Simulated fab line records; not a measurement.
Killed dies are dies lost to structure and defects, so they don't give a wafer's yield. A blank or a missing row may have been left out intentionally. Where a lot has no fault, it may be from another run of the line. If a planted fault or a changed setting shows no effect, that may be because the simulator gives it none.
fab line records | flow n5Finfet | part 1 of 2: steps 1 to 28 of 35
record lots=5 wafers=15 lastDay=17
route steps=1938 shown SD_EPI_P@326 SD_ACTIVATION@330 ILD0@335 SDB@347
lots that met no fault: taken from a fault-free run of the same line
startH: hours from the record's first day to the start of the lot's first wafer shown | waitH: hours elapsed since this lot's preceding step | " as in the row above | L1.1+2: a row that stands for several wafers | - no value present, or no start provided | * or withheld: withheld | < > ~ a bound
route shown NAME@n: names a module that has steps shown in the file, with the first one's number in the route | usual: mean/standard deviation taken from wafers without a fault | same: alike in all rows | chamber/n: place in a boat | sites: per-site readings | _std_site: the values' standard deviation | _edge_site: mean of outer sites minus mean of inner sites | radiusMm: how far each site lies from the wafer's centre | mask NAME#n: copy n | behind: the last tool/chamber to shape the wafer | hold: what put the lot on hold/how long, in hours/how the hold closed | device: the transistor (n, p or np) that didn't switch | end of line: the route-end tests of the same wafers | where a step has no rows: the recipe by itself | killed: the dies lost at the first sort to structure and to defects; this is not the yield of the wafer | map: the dies of a wafer, with x for killed, . for not killed, _ for no die there
set.NAME: the setting the step ran with; set.NAME@STEP: the setting that earlier step ran with | model.NAME: the simulator's own value behind a step, which no gauge read
lots at selected steps of the route; one table per step, one row per wafer
services: when a tool's chamber went out of use (startH, in hours from the record's first day, below 0 if earlier), for how many hours, and the reason
## steps
# step N5_SD_EPI_P_PRECLEAN_32
# recipe chemistry=dHF timeS=10 dilution=500:1 tempC=25
# columns lot.wafer tool chamber startH waitH
L083.2+5+6 wetBench-01 1,5,6 113.34 0.0
L087.1+2+6 wetBench-01 5,6,4 135.56 0.0
L088.1+3+6 wetBench-06 7,5,1 145.35 0.0
L093.1+5+6 wetBench-01 2,1,4 172.94 0.0
L094.2+3+4 wetBench-06 5,3,0 182.88 0.0
# step N5_SD_EPI_P_PRECLEAN_33
# recipe chemistry=SC2 timeS=45 tempC=35 mix=1:1:50
# columns lot.wafer tool chamber startH waitH
L083.2+5+6 wetBench-01 1,5,6 113.34 0.0
L087.1+2+6 wetBench-01 5,6,4 135.56 0.0
L088.1+3+6 wetBench-06 7,5,1 145.35 0.0
L093.1+5+6 wetBench-01 2,1,4 172.94 0.0
L094.2+3+4 wetBench-06 5,3,0 182.88 0.0
# step N5_SD_EPI_P_SRD_25
# recipe timeS=30 tempC=23 rinseLiquid=diw dry=ipaMarangoni
# columns lot.wafer tool chamber startH waitH
L083.2+5+6 wetBench-01 1,5,6 113.35 0.0
L087.1+2+6 wetBench-01 5,6,4 135.57 0.0
L088.1+3+6 wetBench-06 7,5,1 145.37 0.0
L093.1+5+6 wetBench-01 2,1,4 172.95 0.0
L094.2+3+4 wetBench-06 5,3,0 182.90 0.0
# step N5_SD_EPI_P_INSPECT_26
# recipe inspectInstrument=darkfield mode=postEpi
# usual rawDefectCount=163/32
# columns lot.wafer tool chamber startH waitH rawDefectCount
L083.2 defectInspect-02 - 113.40 0.0 163
L083.5 " - " " 122
L083.6 " - " " 140
L087.1 defectInspect-02 - 135.61 0.0 119
L087.2 " - " " 189
L087.6 " - " " 104
L088.1 defectInspect-02 - 145.41 0.0 178
L088.3 " - " " 157
L088.6 " - " " 131
L093.1 defectInspect-02 - 173.03 0.1 156
L093.5 " - " " 165
L093.6 " - " " 194
L094.2 defectInspect-01 - 182.94 0.0 173
L094.3 " - " " 208
L094.4 " - " " 148
# step N5_SD_ACTIVATION_RTA_00
# recipe tempC=975 timeS=0 ambient=N2 idleTempC=600 rampUpCPerS=150 rampDownCPerS=60 coolToC=600
# usual lampPowerPct=8.96/0.054 lamp_zone_5_pct=8.949/0.028 lamp_zone_6_pct=8.879/0.028 wafer_temp_C_max=975.2/1.9
# columns lot.wafer tool chamber startH waitH lampPowerPct lamp_zone_5_pct lamp_zone_6_pct wafer_temp_C_max
L083.2 rtpAnneal-02 0 113.53 0.1 8.97 8.917 8.837 975.3
L083.5 " 0 " " 8.85 8.917 8.852 974.3
L083.6 " 0 " " 9.00 8.913 8.874 971.5
L087.1 rtpAnneal-01 0 135.64 0.0 8.98 8.895 8.837 976.9
L087.2 " 0 " " 8.94 8.949 8.883 976.6
L087.6 " 0 " " 8.99 8.987 8.882 972.9
L088.1 rtpAnneal-02 0 145.44 0.0 8.96 8.935 8.885 971.4
L088.3 " 0 " " 8.94 8.958 8.858 978.0
L088.6 " 0 " " 8.87 8.925 8.895 973.3
L093.1 rtpAnneal-02 0 173.07 0.0 8.92 8.967 8.890 974.6
L093.5 " 0 " " 9.04 8.915 8.846 973.9
L093.6 " 0 " " 8.97 8.990 8.872 975.8
L094.2 rtpAnneal-01 0 183.23 0.3 8.95 8.973 8.843 976.1
L094.3 " 0 " " 8.92 8.967 8.887 974.8
L094.4 " 0 " " 8.90 9.007 8.916 971.5
# step N5_SD_ACTIVATION_LSA_01
# recipe tempC=1080 timeS=0.0008 ambient=N2
# usual wafer_temp_C_max=1087.7/1.9
# columns lot.wafer tool chamber startH waitH wafer_temp_C_max
L083.2 laserAnneal-02 0 113.73 0.2 1087.3
L083.5 " 0 " " 1086.2
L083.6 " 0 " " 1084.4
L087.1 laserAnneal-02 0 135.84 0.2 1086.5
L087.2 " 0 " " 1084.2
L087.6 " 0 " " 1087.7
L088.1 laserAnneal-01 0 145.64 0.2 1087.6
L088.3 " 0 " " 1086.7
L088.6 " 0 " " 1087.0
L093.1 laserAnneal-02 0 173.27 0.2 1088.6
L093.5 " 0 " " 1085.5
L093.6 " 0 " " 1086.0
L094.2 laserAnneal-01 0 183.59 0.3 1086.9
L094.3 " 0 " " 1090.2
L094.4 " 0 " " 1088.2
# step N5_SD_ACTIVATION_RS_MEAS_03
# recipe thkMeasGauge=four-point-probe
# usual RS_SD_N=21.8/0.34 RS_SD_P=56.2/0.91
# columns lot.wafer tool chamber startH waitH RS_SD_N[ohm/sq] RS_SD_P[ohm/sq]
L083.2 filmMetro-02 - 113.93 0.2 22.7 56.0
L083.5 " - " " 22.4 56.0
L083.6 " - " " 22.1 54.8
L087.1 filmMetro-02 - 136.04 0.2 21.5 56.7
L087.2 " - " " 21.5 56.8
L087.6 " - " " 21.6 56.7
L088.1 filmMetro-02 - 145.84 0.2 22.5 55.6
L088.3 " - " " 22.1 55.9
L088.6 " - " " 22.3 55.7
L093.1 filmMetro-01 - 173.47 0.2 21.9 54.5
L093.5 " - " " 21.6 54.5
L093.6 " - " " 21.5 54.3
L094.2 filmMetro-02 - 183.79 0.2 21.6 58.0
L094.3 " - " " 21.6 57.4
L094.4 " - " " 21.8 56.7
# step N5_SD_ACTIVATION_INSPECT_02
# recipe inspectInstrument=darkfield mode=postAnneal
# usual rawDefectCount=162/31
# columns lot.wafer tool chamber startH waitH rawDefectCount
L083.2 defectInspect-02 - 114.23 0.1 161
L083.5 " - " " 129
L083.6 " - " " 133
L087.1 defectInspect-02 - 136.36 0.2 117
L087.2 " - " " 194
L087.6 " - " " 113
L088.1 defectInspect-02 - 146.16 0.2 186
L088.3 " - " " 159
L088.6 " - " " 134
L093.1 defectInspect-01 - 173.80 0.2 152
L093.5 " - " " 162
L093.6 " - " " 165
L094.2 defectInspect-02 - 184.10 0.2 183
L094.3 " - " " 215
L094.4 " - " " 160
# step N5_ILD0_LINER_00
# recipe material=SiNx targetThkA=40 tempC=400 aldPrecursorFamily=SiH2I2 aldCoReactant=N2/H2-plasma pulseTimeS=1 purgeTimeS=2 coReactantPurgeTimeS=2 aldCycles=80 pressureTorr=2
# usual heaterPowerOuterW=544/69 heaterPowerW=877/100 precursorPulseHeightRel=0.997/0.019
# columns lot.wafer tool chamber startH waitH heaterPowerOuterW heaterPowerW precursorPulseHeightRel
L083.2 aldSin-01 1 114.26 0.0 512 820 1.014
L083.5 " 0 " " 599 983 1.010
L083.6 " 1 " " 494 839 1.009
L087.1 aldSin-04 3 136.40 0.0 545 885 1.030
L087.2 " 1 " " 601 989 1.001
L087.6 " 2 " " 439 726 0.980
L088.1 aldSin-04 2 146.20 0.0 443 734 1.007
L088.3 " 3 " " 546 891 0.998
L088.6 " 2 " " 446 744 0.980
L093.1 aldSin-04 0 173.84 0.0 532 891 1.000
L093.5 " 0 " " 534 883 0.983
L093.6 " 1 " " 599 1006 1.023
L094.2 aldSin-02 0 184.17 0.1 652 1011 0.997
L094.3 " 1 " " 527 849 0.965
L094.4 " 2 " " 534 891 0.998
# step N5_ILD0_FCVD_FILL_01
# recipe material=SiO2_flowable targetThkA=2000 tempC=100 pressureTorr=0.8 rfW=2000 timeS=328.3
# columns lot.wafer tool chamber startH waitH
L083.2+5+6 fcvd-02 0,1,0 114.68 0.2
L087.1+2+6 fcvd-01 1,0,0 136.82 0.2
L088.1+3+6 fcvd-02 0,1,0 146.61 0.2
L093.1+5+6 fcvd-01 1,0,1 174.26 0.2
L094.2+3+4 fcvd-02 0,1,0 184.58 0.2
# step N5_ILD0_CURE_02
# recipe tempC=450 timeS=1800 ambient=steam idleTempC=400 rampUpCPerMin=5 rampDownCPerMin=3 densificationPH2oTorr=640
# usual spikeTcUpperC=449.1/1 zonePowerBottomPct=7.5/0.8 zonePowerUpperPct=5.09/0.25
# columns lot.wafer tool chamber startH waitH spikeTcUpperC zonePowerBottomPct zonePowerUpperPct
L083.2 furnace-03 0 115.07 0.3 449.4 6.7 5.09
L083.5 " 0 " " 449.6 6.7 5.01
L083.6 " 0 " " 448.3 6.6 5.06
L087.1 furnace-03 0 137.21 0.3 448.4 6.6 5.01
L087.2 " 0 " " 448.0 6.8 4.96
L087.6 " 0 " " 449.5 6.7 4.96
L088.1 furnace-02 0 147.01 0.3 449.6 8.3 5.61
L088.3 " 0 " " 448.8 8.3 5.44
L088.6 " 0 " " 448.4 8.3 5.45
L093.1 furnace-03 0 174.65 0.3 449.9 6.6 4.97
L093.5 " 0 " " 446.6 6.7 5.04
L093.6 " 0 " " 448.8 6.6 4.91
L094.2 furnace-01 0 184.98 0.3 449.0 8.1 4.86
L094.3 " 0 " " 449.1 8.2 4.85
L094.4 " 0 " " 449.7 8.1 4.81
# step N5_ILD0_CMP_03
# recipe stopOn=SiNx tOverpolishS=1.9 postCmpClean=alkalineBrush downForcePsi=4.1491 platenRpm=51.796 padVelocityMS=1.0306 targetThkNm=197.38
# usual motorCurrentA=11.4/1.3 overpolishRunS=1.900/0.0091 timeToEndpointS=71/3.8
# columns lot.wafer tool chamber startH waitH motorCurrentA overpolishRunS timeToEndpointS
L083.2 cmp-04 2 116.70 0.1 10.5 1.885 71
L083.5 " 0 " " 11.1 1.897 62
L083.6 " 1 " " 10.2 1.910 66
L087.2 cmp-02 1 138.80 0.1 13.1 1.900 73
L087.1 " 3 " " 11.0 1.903 71
L087.6 " 1 " " 12.6 1.902 71
L088.1 cmp-02 1 148.61 0.1 12.4 1.899 69
L088.3 " 3 " " 11.2 1.894 71
L088.6 " 0 " " 9.6 1.889 71
L093.1 cmp-04 0 176.28 0.1 10.9 1.883 69
L093.5 " 2 " " 10.8 1.895 80
L093.6 " 3 " " 13.7 1.905 78
L094.2 cmp-02 3 186.55 0.0 11.5 1.905 68
L094.4 " 0 " " 9.2 1.909 72
L094.3 " 2 " " 12.2 1.886 74
# step N5_ILD0_THK_MEAS_04
# usual thkNm=197.9/1.1
# columns lot.wafer tool chamber startH waitH thkNm
L083.2 filmMetro-01 - 116.92 - 198.7
L083.5 " - " " 197.3
L083.6 " - " " 199.0
L087.1 filmMetro-02 - 139.06 - 196.9
L087.2 " - " " 196.8
L087.6 " - " " 196.3
L088.1 filmMetro-01 - 148.87 - 196.5
L088.3 " - " " 196.6
L088.6 " - " " 198.3
L093.1 filmMetro-01 - 176.50 - 198.7
L093.5 " - " " 196.4
L093.6 " - " " 198.3
L094.2 filmMetro-01 - 186.84 - 198.3
L094.3 " - " " 198.9
L094.4 " - " " 198.3
# step N5_ILD0_CMP_07
# recipe stopOn=poly-Si material=SiO2_flowable tOverpolishS=1.18 postCmpClean=alkalineBrush downForcePsi=4.1491 platenRpm=51.796 padVelocityMS=1.0306 targetThkNm=138.88
# usual motorCurrentA=11.5/1.3
# columns lot.wafer tool chamber startH waitH motorCurrentA
L083.2 cmp-02 1 117.13 0.2 12.6
L083.6 " 2 " " 13.0
L083.5 " 3 " " 10.9
L087.1 cmp-02 0 139.13 0.1 9.7
L087.2 " 2 " " 12.6
L087.6 " 3 " " 10.6
L088.3 cmp-04 2 148.94 0.1 10.7
L088.1 " 3 " " 13.7
L088.6 " 1 " " 10.5
L093.1 cmp-03 2 176.64 0.1 9.6
L093.5 " 3 " " 12.8
L093.6 " 0 " " 11.2
L094.2 cmp-04 2 186.91 0.1 10.8
L094.4 " 3 " " 13.2
L094.3 " 0 " " 11.0
# step N5_ILD0_THK_MEAS_08
# usual thkNm=139.4/1.3
# columns lot.wafer tool chamber startH waitH thkNm
L083.2 filmMetro-02 - 117.31 - 138.3
L083.5 " - " " 138.1
L083.6 " - " " 141.3
L087.1 filmMetro-02 - 139.38 - 140.7
L087.2 " - " " 140.1
L087.6 " - " " 139.1
L088.1 filmMetro-02 - 149.19 - 139.4
L088.3 " - " " 140.7
L088.6 " - " " 141.2
L093.1 filmMetro-02 - 176.82 - 138.6
L093.5 " - " " 137.9
L093.6 " - " " 138.7
L094.2 filmMetro-01 - 187.17 - 141.4
L094.3 " - " " 139.5
L094.4 " - " " 140.4
# step N5_ILD0_PRECLEAN_10
# recipe chemistry=NF3:NH3 afsCycles=5 timeS=20 tempC=30 sublimationTempC=180 sublimationTimeS=60 pressureTorr=3 rfPowerW=30
# columns lot.wafer tool chamber startH waitH
L083.2+5+6 remotePlasma-02 1 117.46 0.1
L087.1+2+6 remotePlasma-01 0 139.42 0.0
L088.1+3+6 remotePlasma-01 0 149.23 0.0
L093.1+5+6 remotePlasma-02 1 176.86 0.0
L094.2+3+4 remotePlasma-01 1 187.31 0.1
# step N5_ILD0_ALD_15
# recipe material=SiNx targetThkA=240 tempC=400 aldPrecursorFamily=SiH2I2 aldCoReactant=N2/H2-plasma pulseTimeS=1 aldCycles=480 purgeTimeS=2 coReactantPurgeTimeS=2 pressureTorr=2
# usual heaterPowerOuterW=539/71 heaterPowerW=867/100 precursorPulseHeightRel=0.998/0.02
# columns lot.wafer tool chamber startH waitH heaterPowerOuterW heaterPowerW precursorPulseHeightRel
L083.2 aldSin-02 1 118.03 0.5 516 855 0.996
L083.5 " 1 119.12 1.2 533 821 1.031
L083.6 " 0 " " 656 1002 1.011
L087.1 aldSin-01 3 140.10 0.6 399 646 1.001
L087.2 " 0 " " 608 962 1.001
L087.6 " 3 141.19 1.1 394 629 1.006
L088.1 aldSin-01 3 149.91 0.6 397 651 0.986
L088.3 " 0 " " 620 954 0.998
L088.6 " 2 151.00 1.1 568 823 0.994
L093.1 aldSin-04 2 177.75 0.8 451 765 0.981
L093.5 " 2 178.84 1.4 445 743 0.998
L093.6 " 3 " " 555 879 0.993
L094.2 aldSin-04 1 187.88 0.5 603 1001 0.976
L094.3 " 3 " " 545 910 1.009
L094.4 " 0 " " 550 863 0.996
# step N5_ILD0_CMP_12
# recipe stopOn=poly-Si material=SiNx tOverpolishS=6 postCmpClean=alkalineBrush downForcePsi=2.5 platenRpm=51.8 padVelocityMS=1.0307 targetThkNm=17.67
# usual motorCurrentA=8.4/1 overpolishRunS=5.999/0.0094 timeToEndpointS=29.7/2.9
# columns lot.wafer tool chamber startH waitH motorCurrentA overpolishRunS timeToEndpointS
L083.2 cmp-03 1 120.31 1.2 9.5 5.998 31.0
L083.5 " 3 " " 9.3 5.984 27.2
L083.6 " 0 " " 8.5 6.017 29.9
L087.2 cmp-03 2 142.30 1.1 6.6 6.004 27.0
L087.1 " 3 " " 10.4 5.990 22.3
L087.6 " 2 " " 6.4 5.988 26.7
L088.1 cmp-03 3 152.11 1.1 10.3 6.005 26.0
L088.3 " 2 " " 6.5 6.012 29.4
L088.6 " 3 " " 9.7 5.987 24.5
L093.1 cmp-04 3 180.03 1.2 9.5 5.982 28.2
L093.6 " 1 " " 8.1 5.999 31.0
L093.5 " 2 " " 7.9 6.003 32.3
L094.3 cmp-02 0 190.08 1.1 7.3 5.999 32.1
L094.4 " 2 " " 9.2 5.989 32.0
L094.2 " 3 " " 8.4 5.992 30.9
# step N5_ILD0_THK_MEAS_13
# usual thkNm=18.0/1.2
# columns lot.wafer tool chamber startH waitH thkNm
L083.2 filmMetro-01 - 120.52 - 17.2
L083.5 " - " " 16.5
L083.6 " - " " 16.3
L087.1 filmMetro-01 - 142.60 - 15.9
L087.2 " - " " 17.9
L087.6 " - " " 19.0
L088.1 filmMetro-01 - 152.41 - 16.0
L088.3 " - " " 16.9
L088.6 " - " " 15.7
L093.1 filmMetro-02 - 180.25 - 19.0
L093.5 " - " " 20.3
L093.6 " - " " 19.5
L094.2 filmMetro-02 - 190.38 - 16.8
L094.3 " - " " 18.7
L094.4 " - " " 18.0
# step N5_ILD0_INSPECT_06
# recipe inspectInstrument=darkfield mode=postCmp
# usual rawDefectCount=36/15
# columns lot.wafer tool chamber startH waitH rawDefectCount
L083.2 defectInspect-01 - 120.55 0.0 42
L083.5 " - " " 30
L083.6 " - " " 22
L087.1 defectInspect-02 - 142.62 0.0 33
L087.2 " - " " 38
L087.6 " - " " 31
L088.1 defectInspect-01 - 152.43 0.0 28
L088.3 " - " " 27
L088.6 " - " " 35
L093.1 defectInspect-01 - 180.27 0.0 26
L093.5 " - " " 31
L093.6 " - " " 24
L094.2 defectInspect-02 - 190.40 0.0 31
L094.3 " - " " 21
L094.4 " - " " 23
# step N5_SDB_HM_DEP_00
# recipe material=SiNx targetThkA=400 tempC=400 precursor=SiH4/NH3/N2 pressureTorr=1.5 rfW=300 timeS=35.3
# usual heaterPowerOuterW=450/79 heaterPowerW=755/120 showerheadPlenumPTorr=5.16/0.05 showerheadVppV=1086/53 throttleValvePct=38.9/1.7
# columns lot.wafer tool chamber startH waitH heaterPowerOuterW heaterPowerW showerheadPlenumPTorr showerheadVppV throttleValvePct
L083.2 pecvd-03 0 120.59 0.0 432 660 5.22 1183 37.3
L083.5 " 2 " " 576 968 5.25 1024 37.0
L083.6 " 1 " " 420 644 5.16 1117 41.2
L087.1 pecvd-04 2 142.66 0.0 357 658 5.10 1090 38.0
L087.2 " 0 " " 444 775 5.10 1047 40.1
L087.6 " 1 " " 374 674 5.17 1088 40.5
L088.1 pecvd-04 2 152.47 0.0 304 595 5.10 1099 38.3
L088.3 " 0 " " 406 700 5.11 1027 40.2
L088.6 " 0 " " 415 690 5.09 1025 39.9
L093.1 pecvd-03 0 180.31 0.0 376 581 5.22 1162 37.2
L093.5 " 0 " " 372 592 5.22 1181 37.3
L093.6 " 2 " " 586 958 5.25 1037 37.5
L094.2 pecvd-04 1 190.44 0.0 446 789 5.19 1099 40.8
L094.3 " 2 " " 340 630 5.10 1098 38.3
L094.4 " 2 " " 331 626 5.11 1125 38.1
# step N5_SDB_COAT_03
# recipe resist=SOC tempC=250 timeS=60 spinRpm=1500 resistThkNm=100
# columns lot.wafer tool chamber startH waitH
L083.2+5+6 lithoTrack-01 0 120.67 0.1
L087.1+2+6 lithoTrack-01 0 142.74 0.1
L088.1+3+6 lithoTrack-05 0 152.55 0.1
L093.1+5+6 lithoTrack-05 0 180.39 0.1
L094.2+3+4 lithoTrack-03 0 190.52 0.1
# step N5_SDB_COAT_04
# recipe resist=SiARC tempC=220 timeS=60 spinRpm=1500 resistThkNm=18
# columns lot.wafer tool chamber startH waitH
L083.2+5+6 lithoTrack-01 0 - -
L087.1+2+6 lithoTrack-01 0 - -
L088.1+3+6 lithoTrack-05 0 - -
L093.1+5+6 lithoTrack-05 0 - -
L094.2+3+4 lithoTrack-03 0 - -
# step N5_SDB_COAT_05
# recipe resist=CAR-ArF spinRpm=1500 resistThkNm=90
# columns lot.wafer tool chamber startH waitH
L083.2+5+6 lithoTrack-01 0 - -
L087.1+2+6 lithoTrack-01 0 - -
L088.1+3+6 lithoTrack-05 0 - -
L093.1+5+6 lithoTrack-05 0 - -
L094.2+3+4 lithoTrack-03 0 - -
# step N5_SDB_EBR_07
# recipe solvent=PGMEA ebrWidthMm=1.5
# same ebrWidthMm=1.5
# columns lot.wafer tool chamber startH waitH
L083.2+5+6 lithoTrack-01 0 - -
L087.1+2+6 lithoTrack-01 0 - -
L088.1+3+6 lithoTrack-05 0 - -
L093.1+5+6 lithoTrack-05 0 - -
L094.2+3+4 lithoTrack-03 0 - -
# step N5_SDB_SOFTBAKE_06
# recipe tempC=110 timeS=60 resist=CAR-ArF
# columns lot.wafer tool chamber startH waitH
L083.2+5+6 lithoTrack-01 0 - -
L087.1+2+6 lithoTrack-01 0 - -
L088.1+3+6 lithoTrack-05 0 - -
L093.1+5+6 lithoTrack-05 0 - -
L094.2+3+4 lithoTrack-03 0 - -
# step N5_SDB_EXPOSE_08
# recipe maskId=SDB na=1.35 sourceShape=conventional sigmaOuter=0.5 polarization=unpolarized doseMj=49.6
# columns lot.wafer tool chamber startH waitH mask
L083.2+5+6 arfiScanner-01 0 120.92 - SDB#0
L087.1+2+6 arfiScanner-01 0 142.98 - SDB#0
L088.1+3+6 arfiScanner-01 0 152.67 - SDB#0
L093.1+5+6 arfiScanner-03 0 180.63 - SDB#0
L094.2+3+4 arfiScanner-02 0 190.77 - SDB#0
# step N5_SDB_PEB_09
# recipe pebTempC=withheld pebTimeS=60 resist=CAR-ArF
# columns lot.wafer tool chamber startH waitH
L083.2+5+6 lithoTrack-03 0 120.97 0.0
L087.1+2+6 lithoTrack-03 0 143.04 0.1
L088.1+3+6 lithoTrack-05 0 152.73 0.1
L093.1+5+6 lithoTrack-01 0 180.70 0.1
L094.2+3+4 lithoTrack-03 0 190.82 0.0
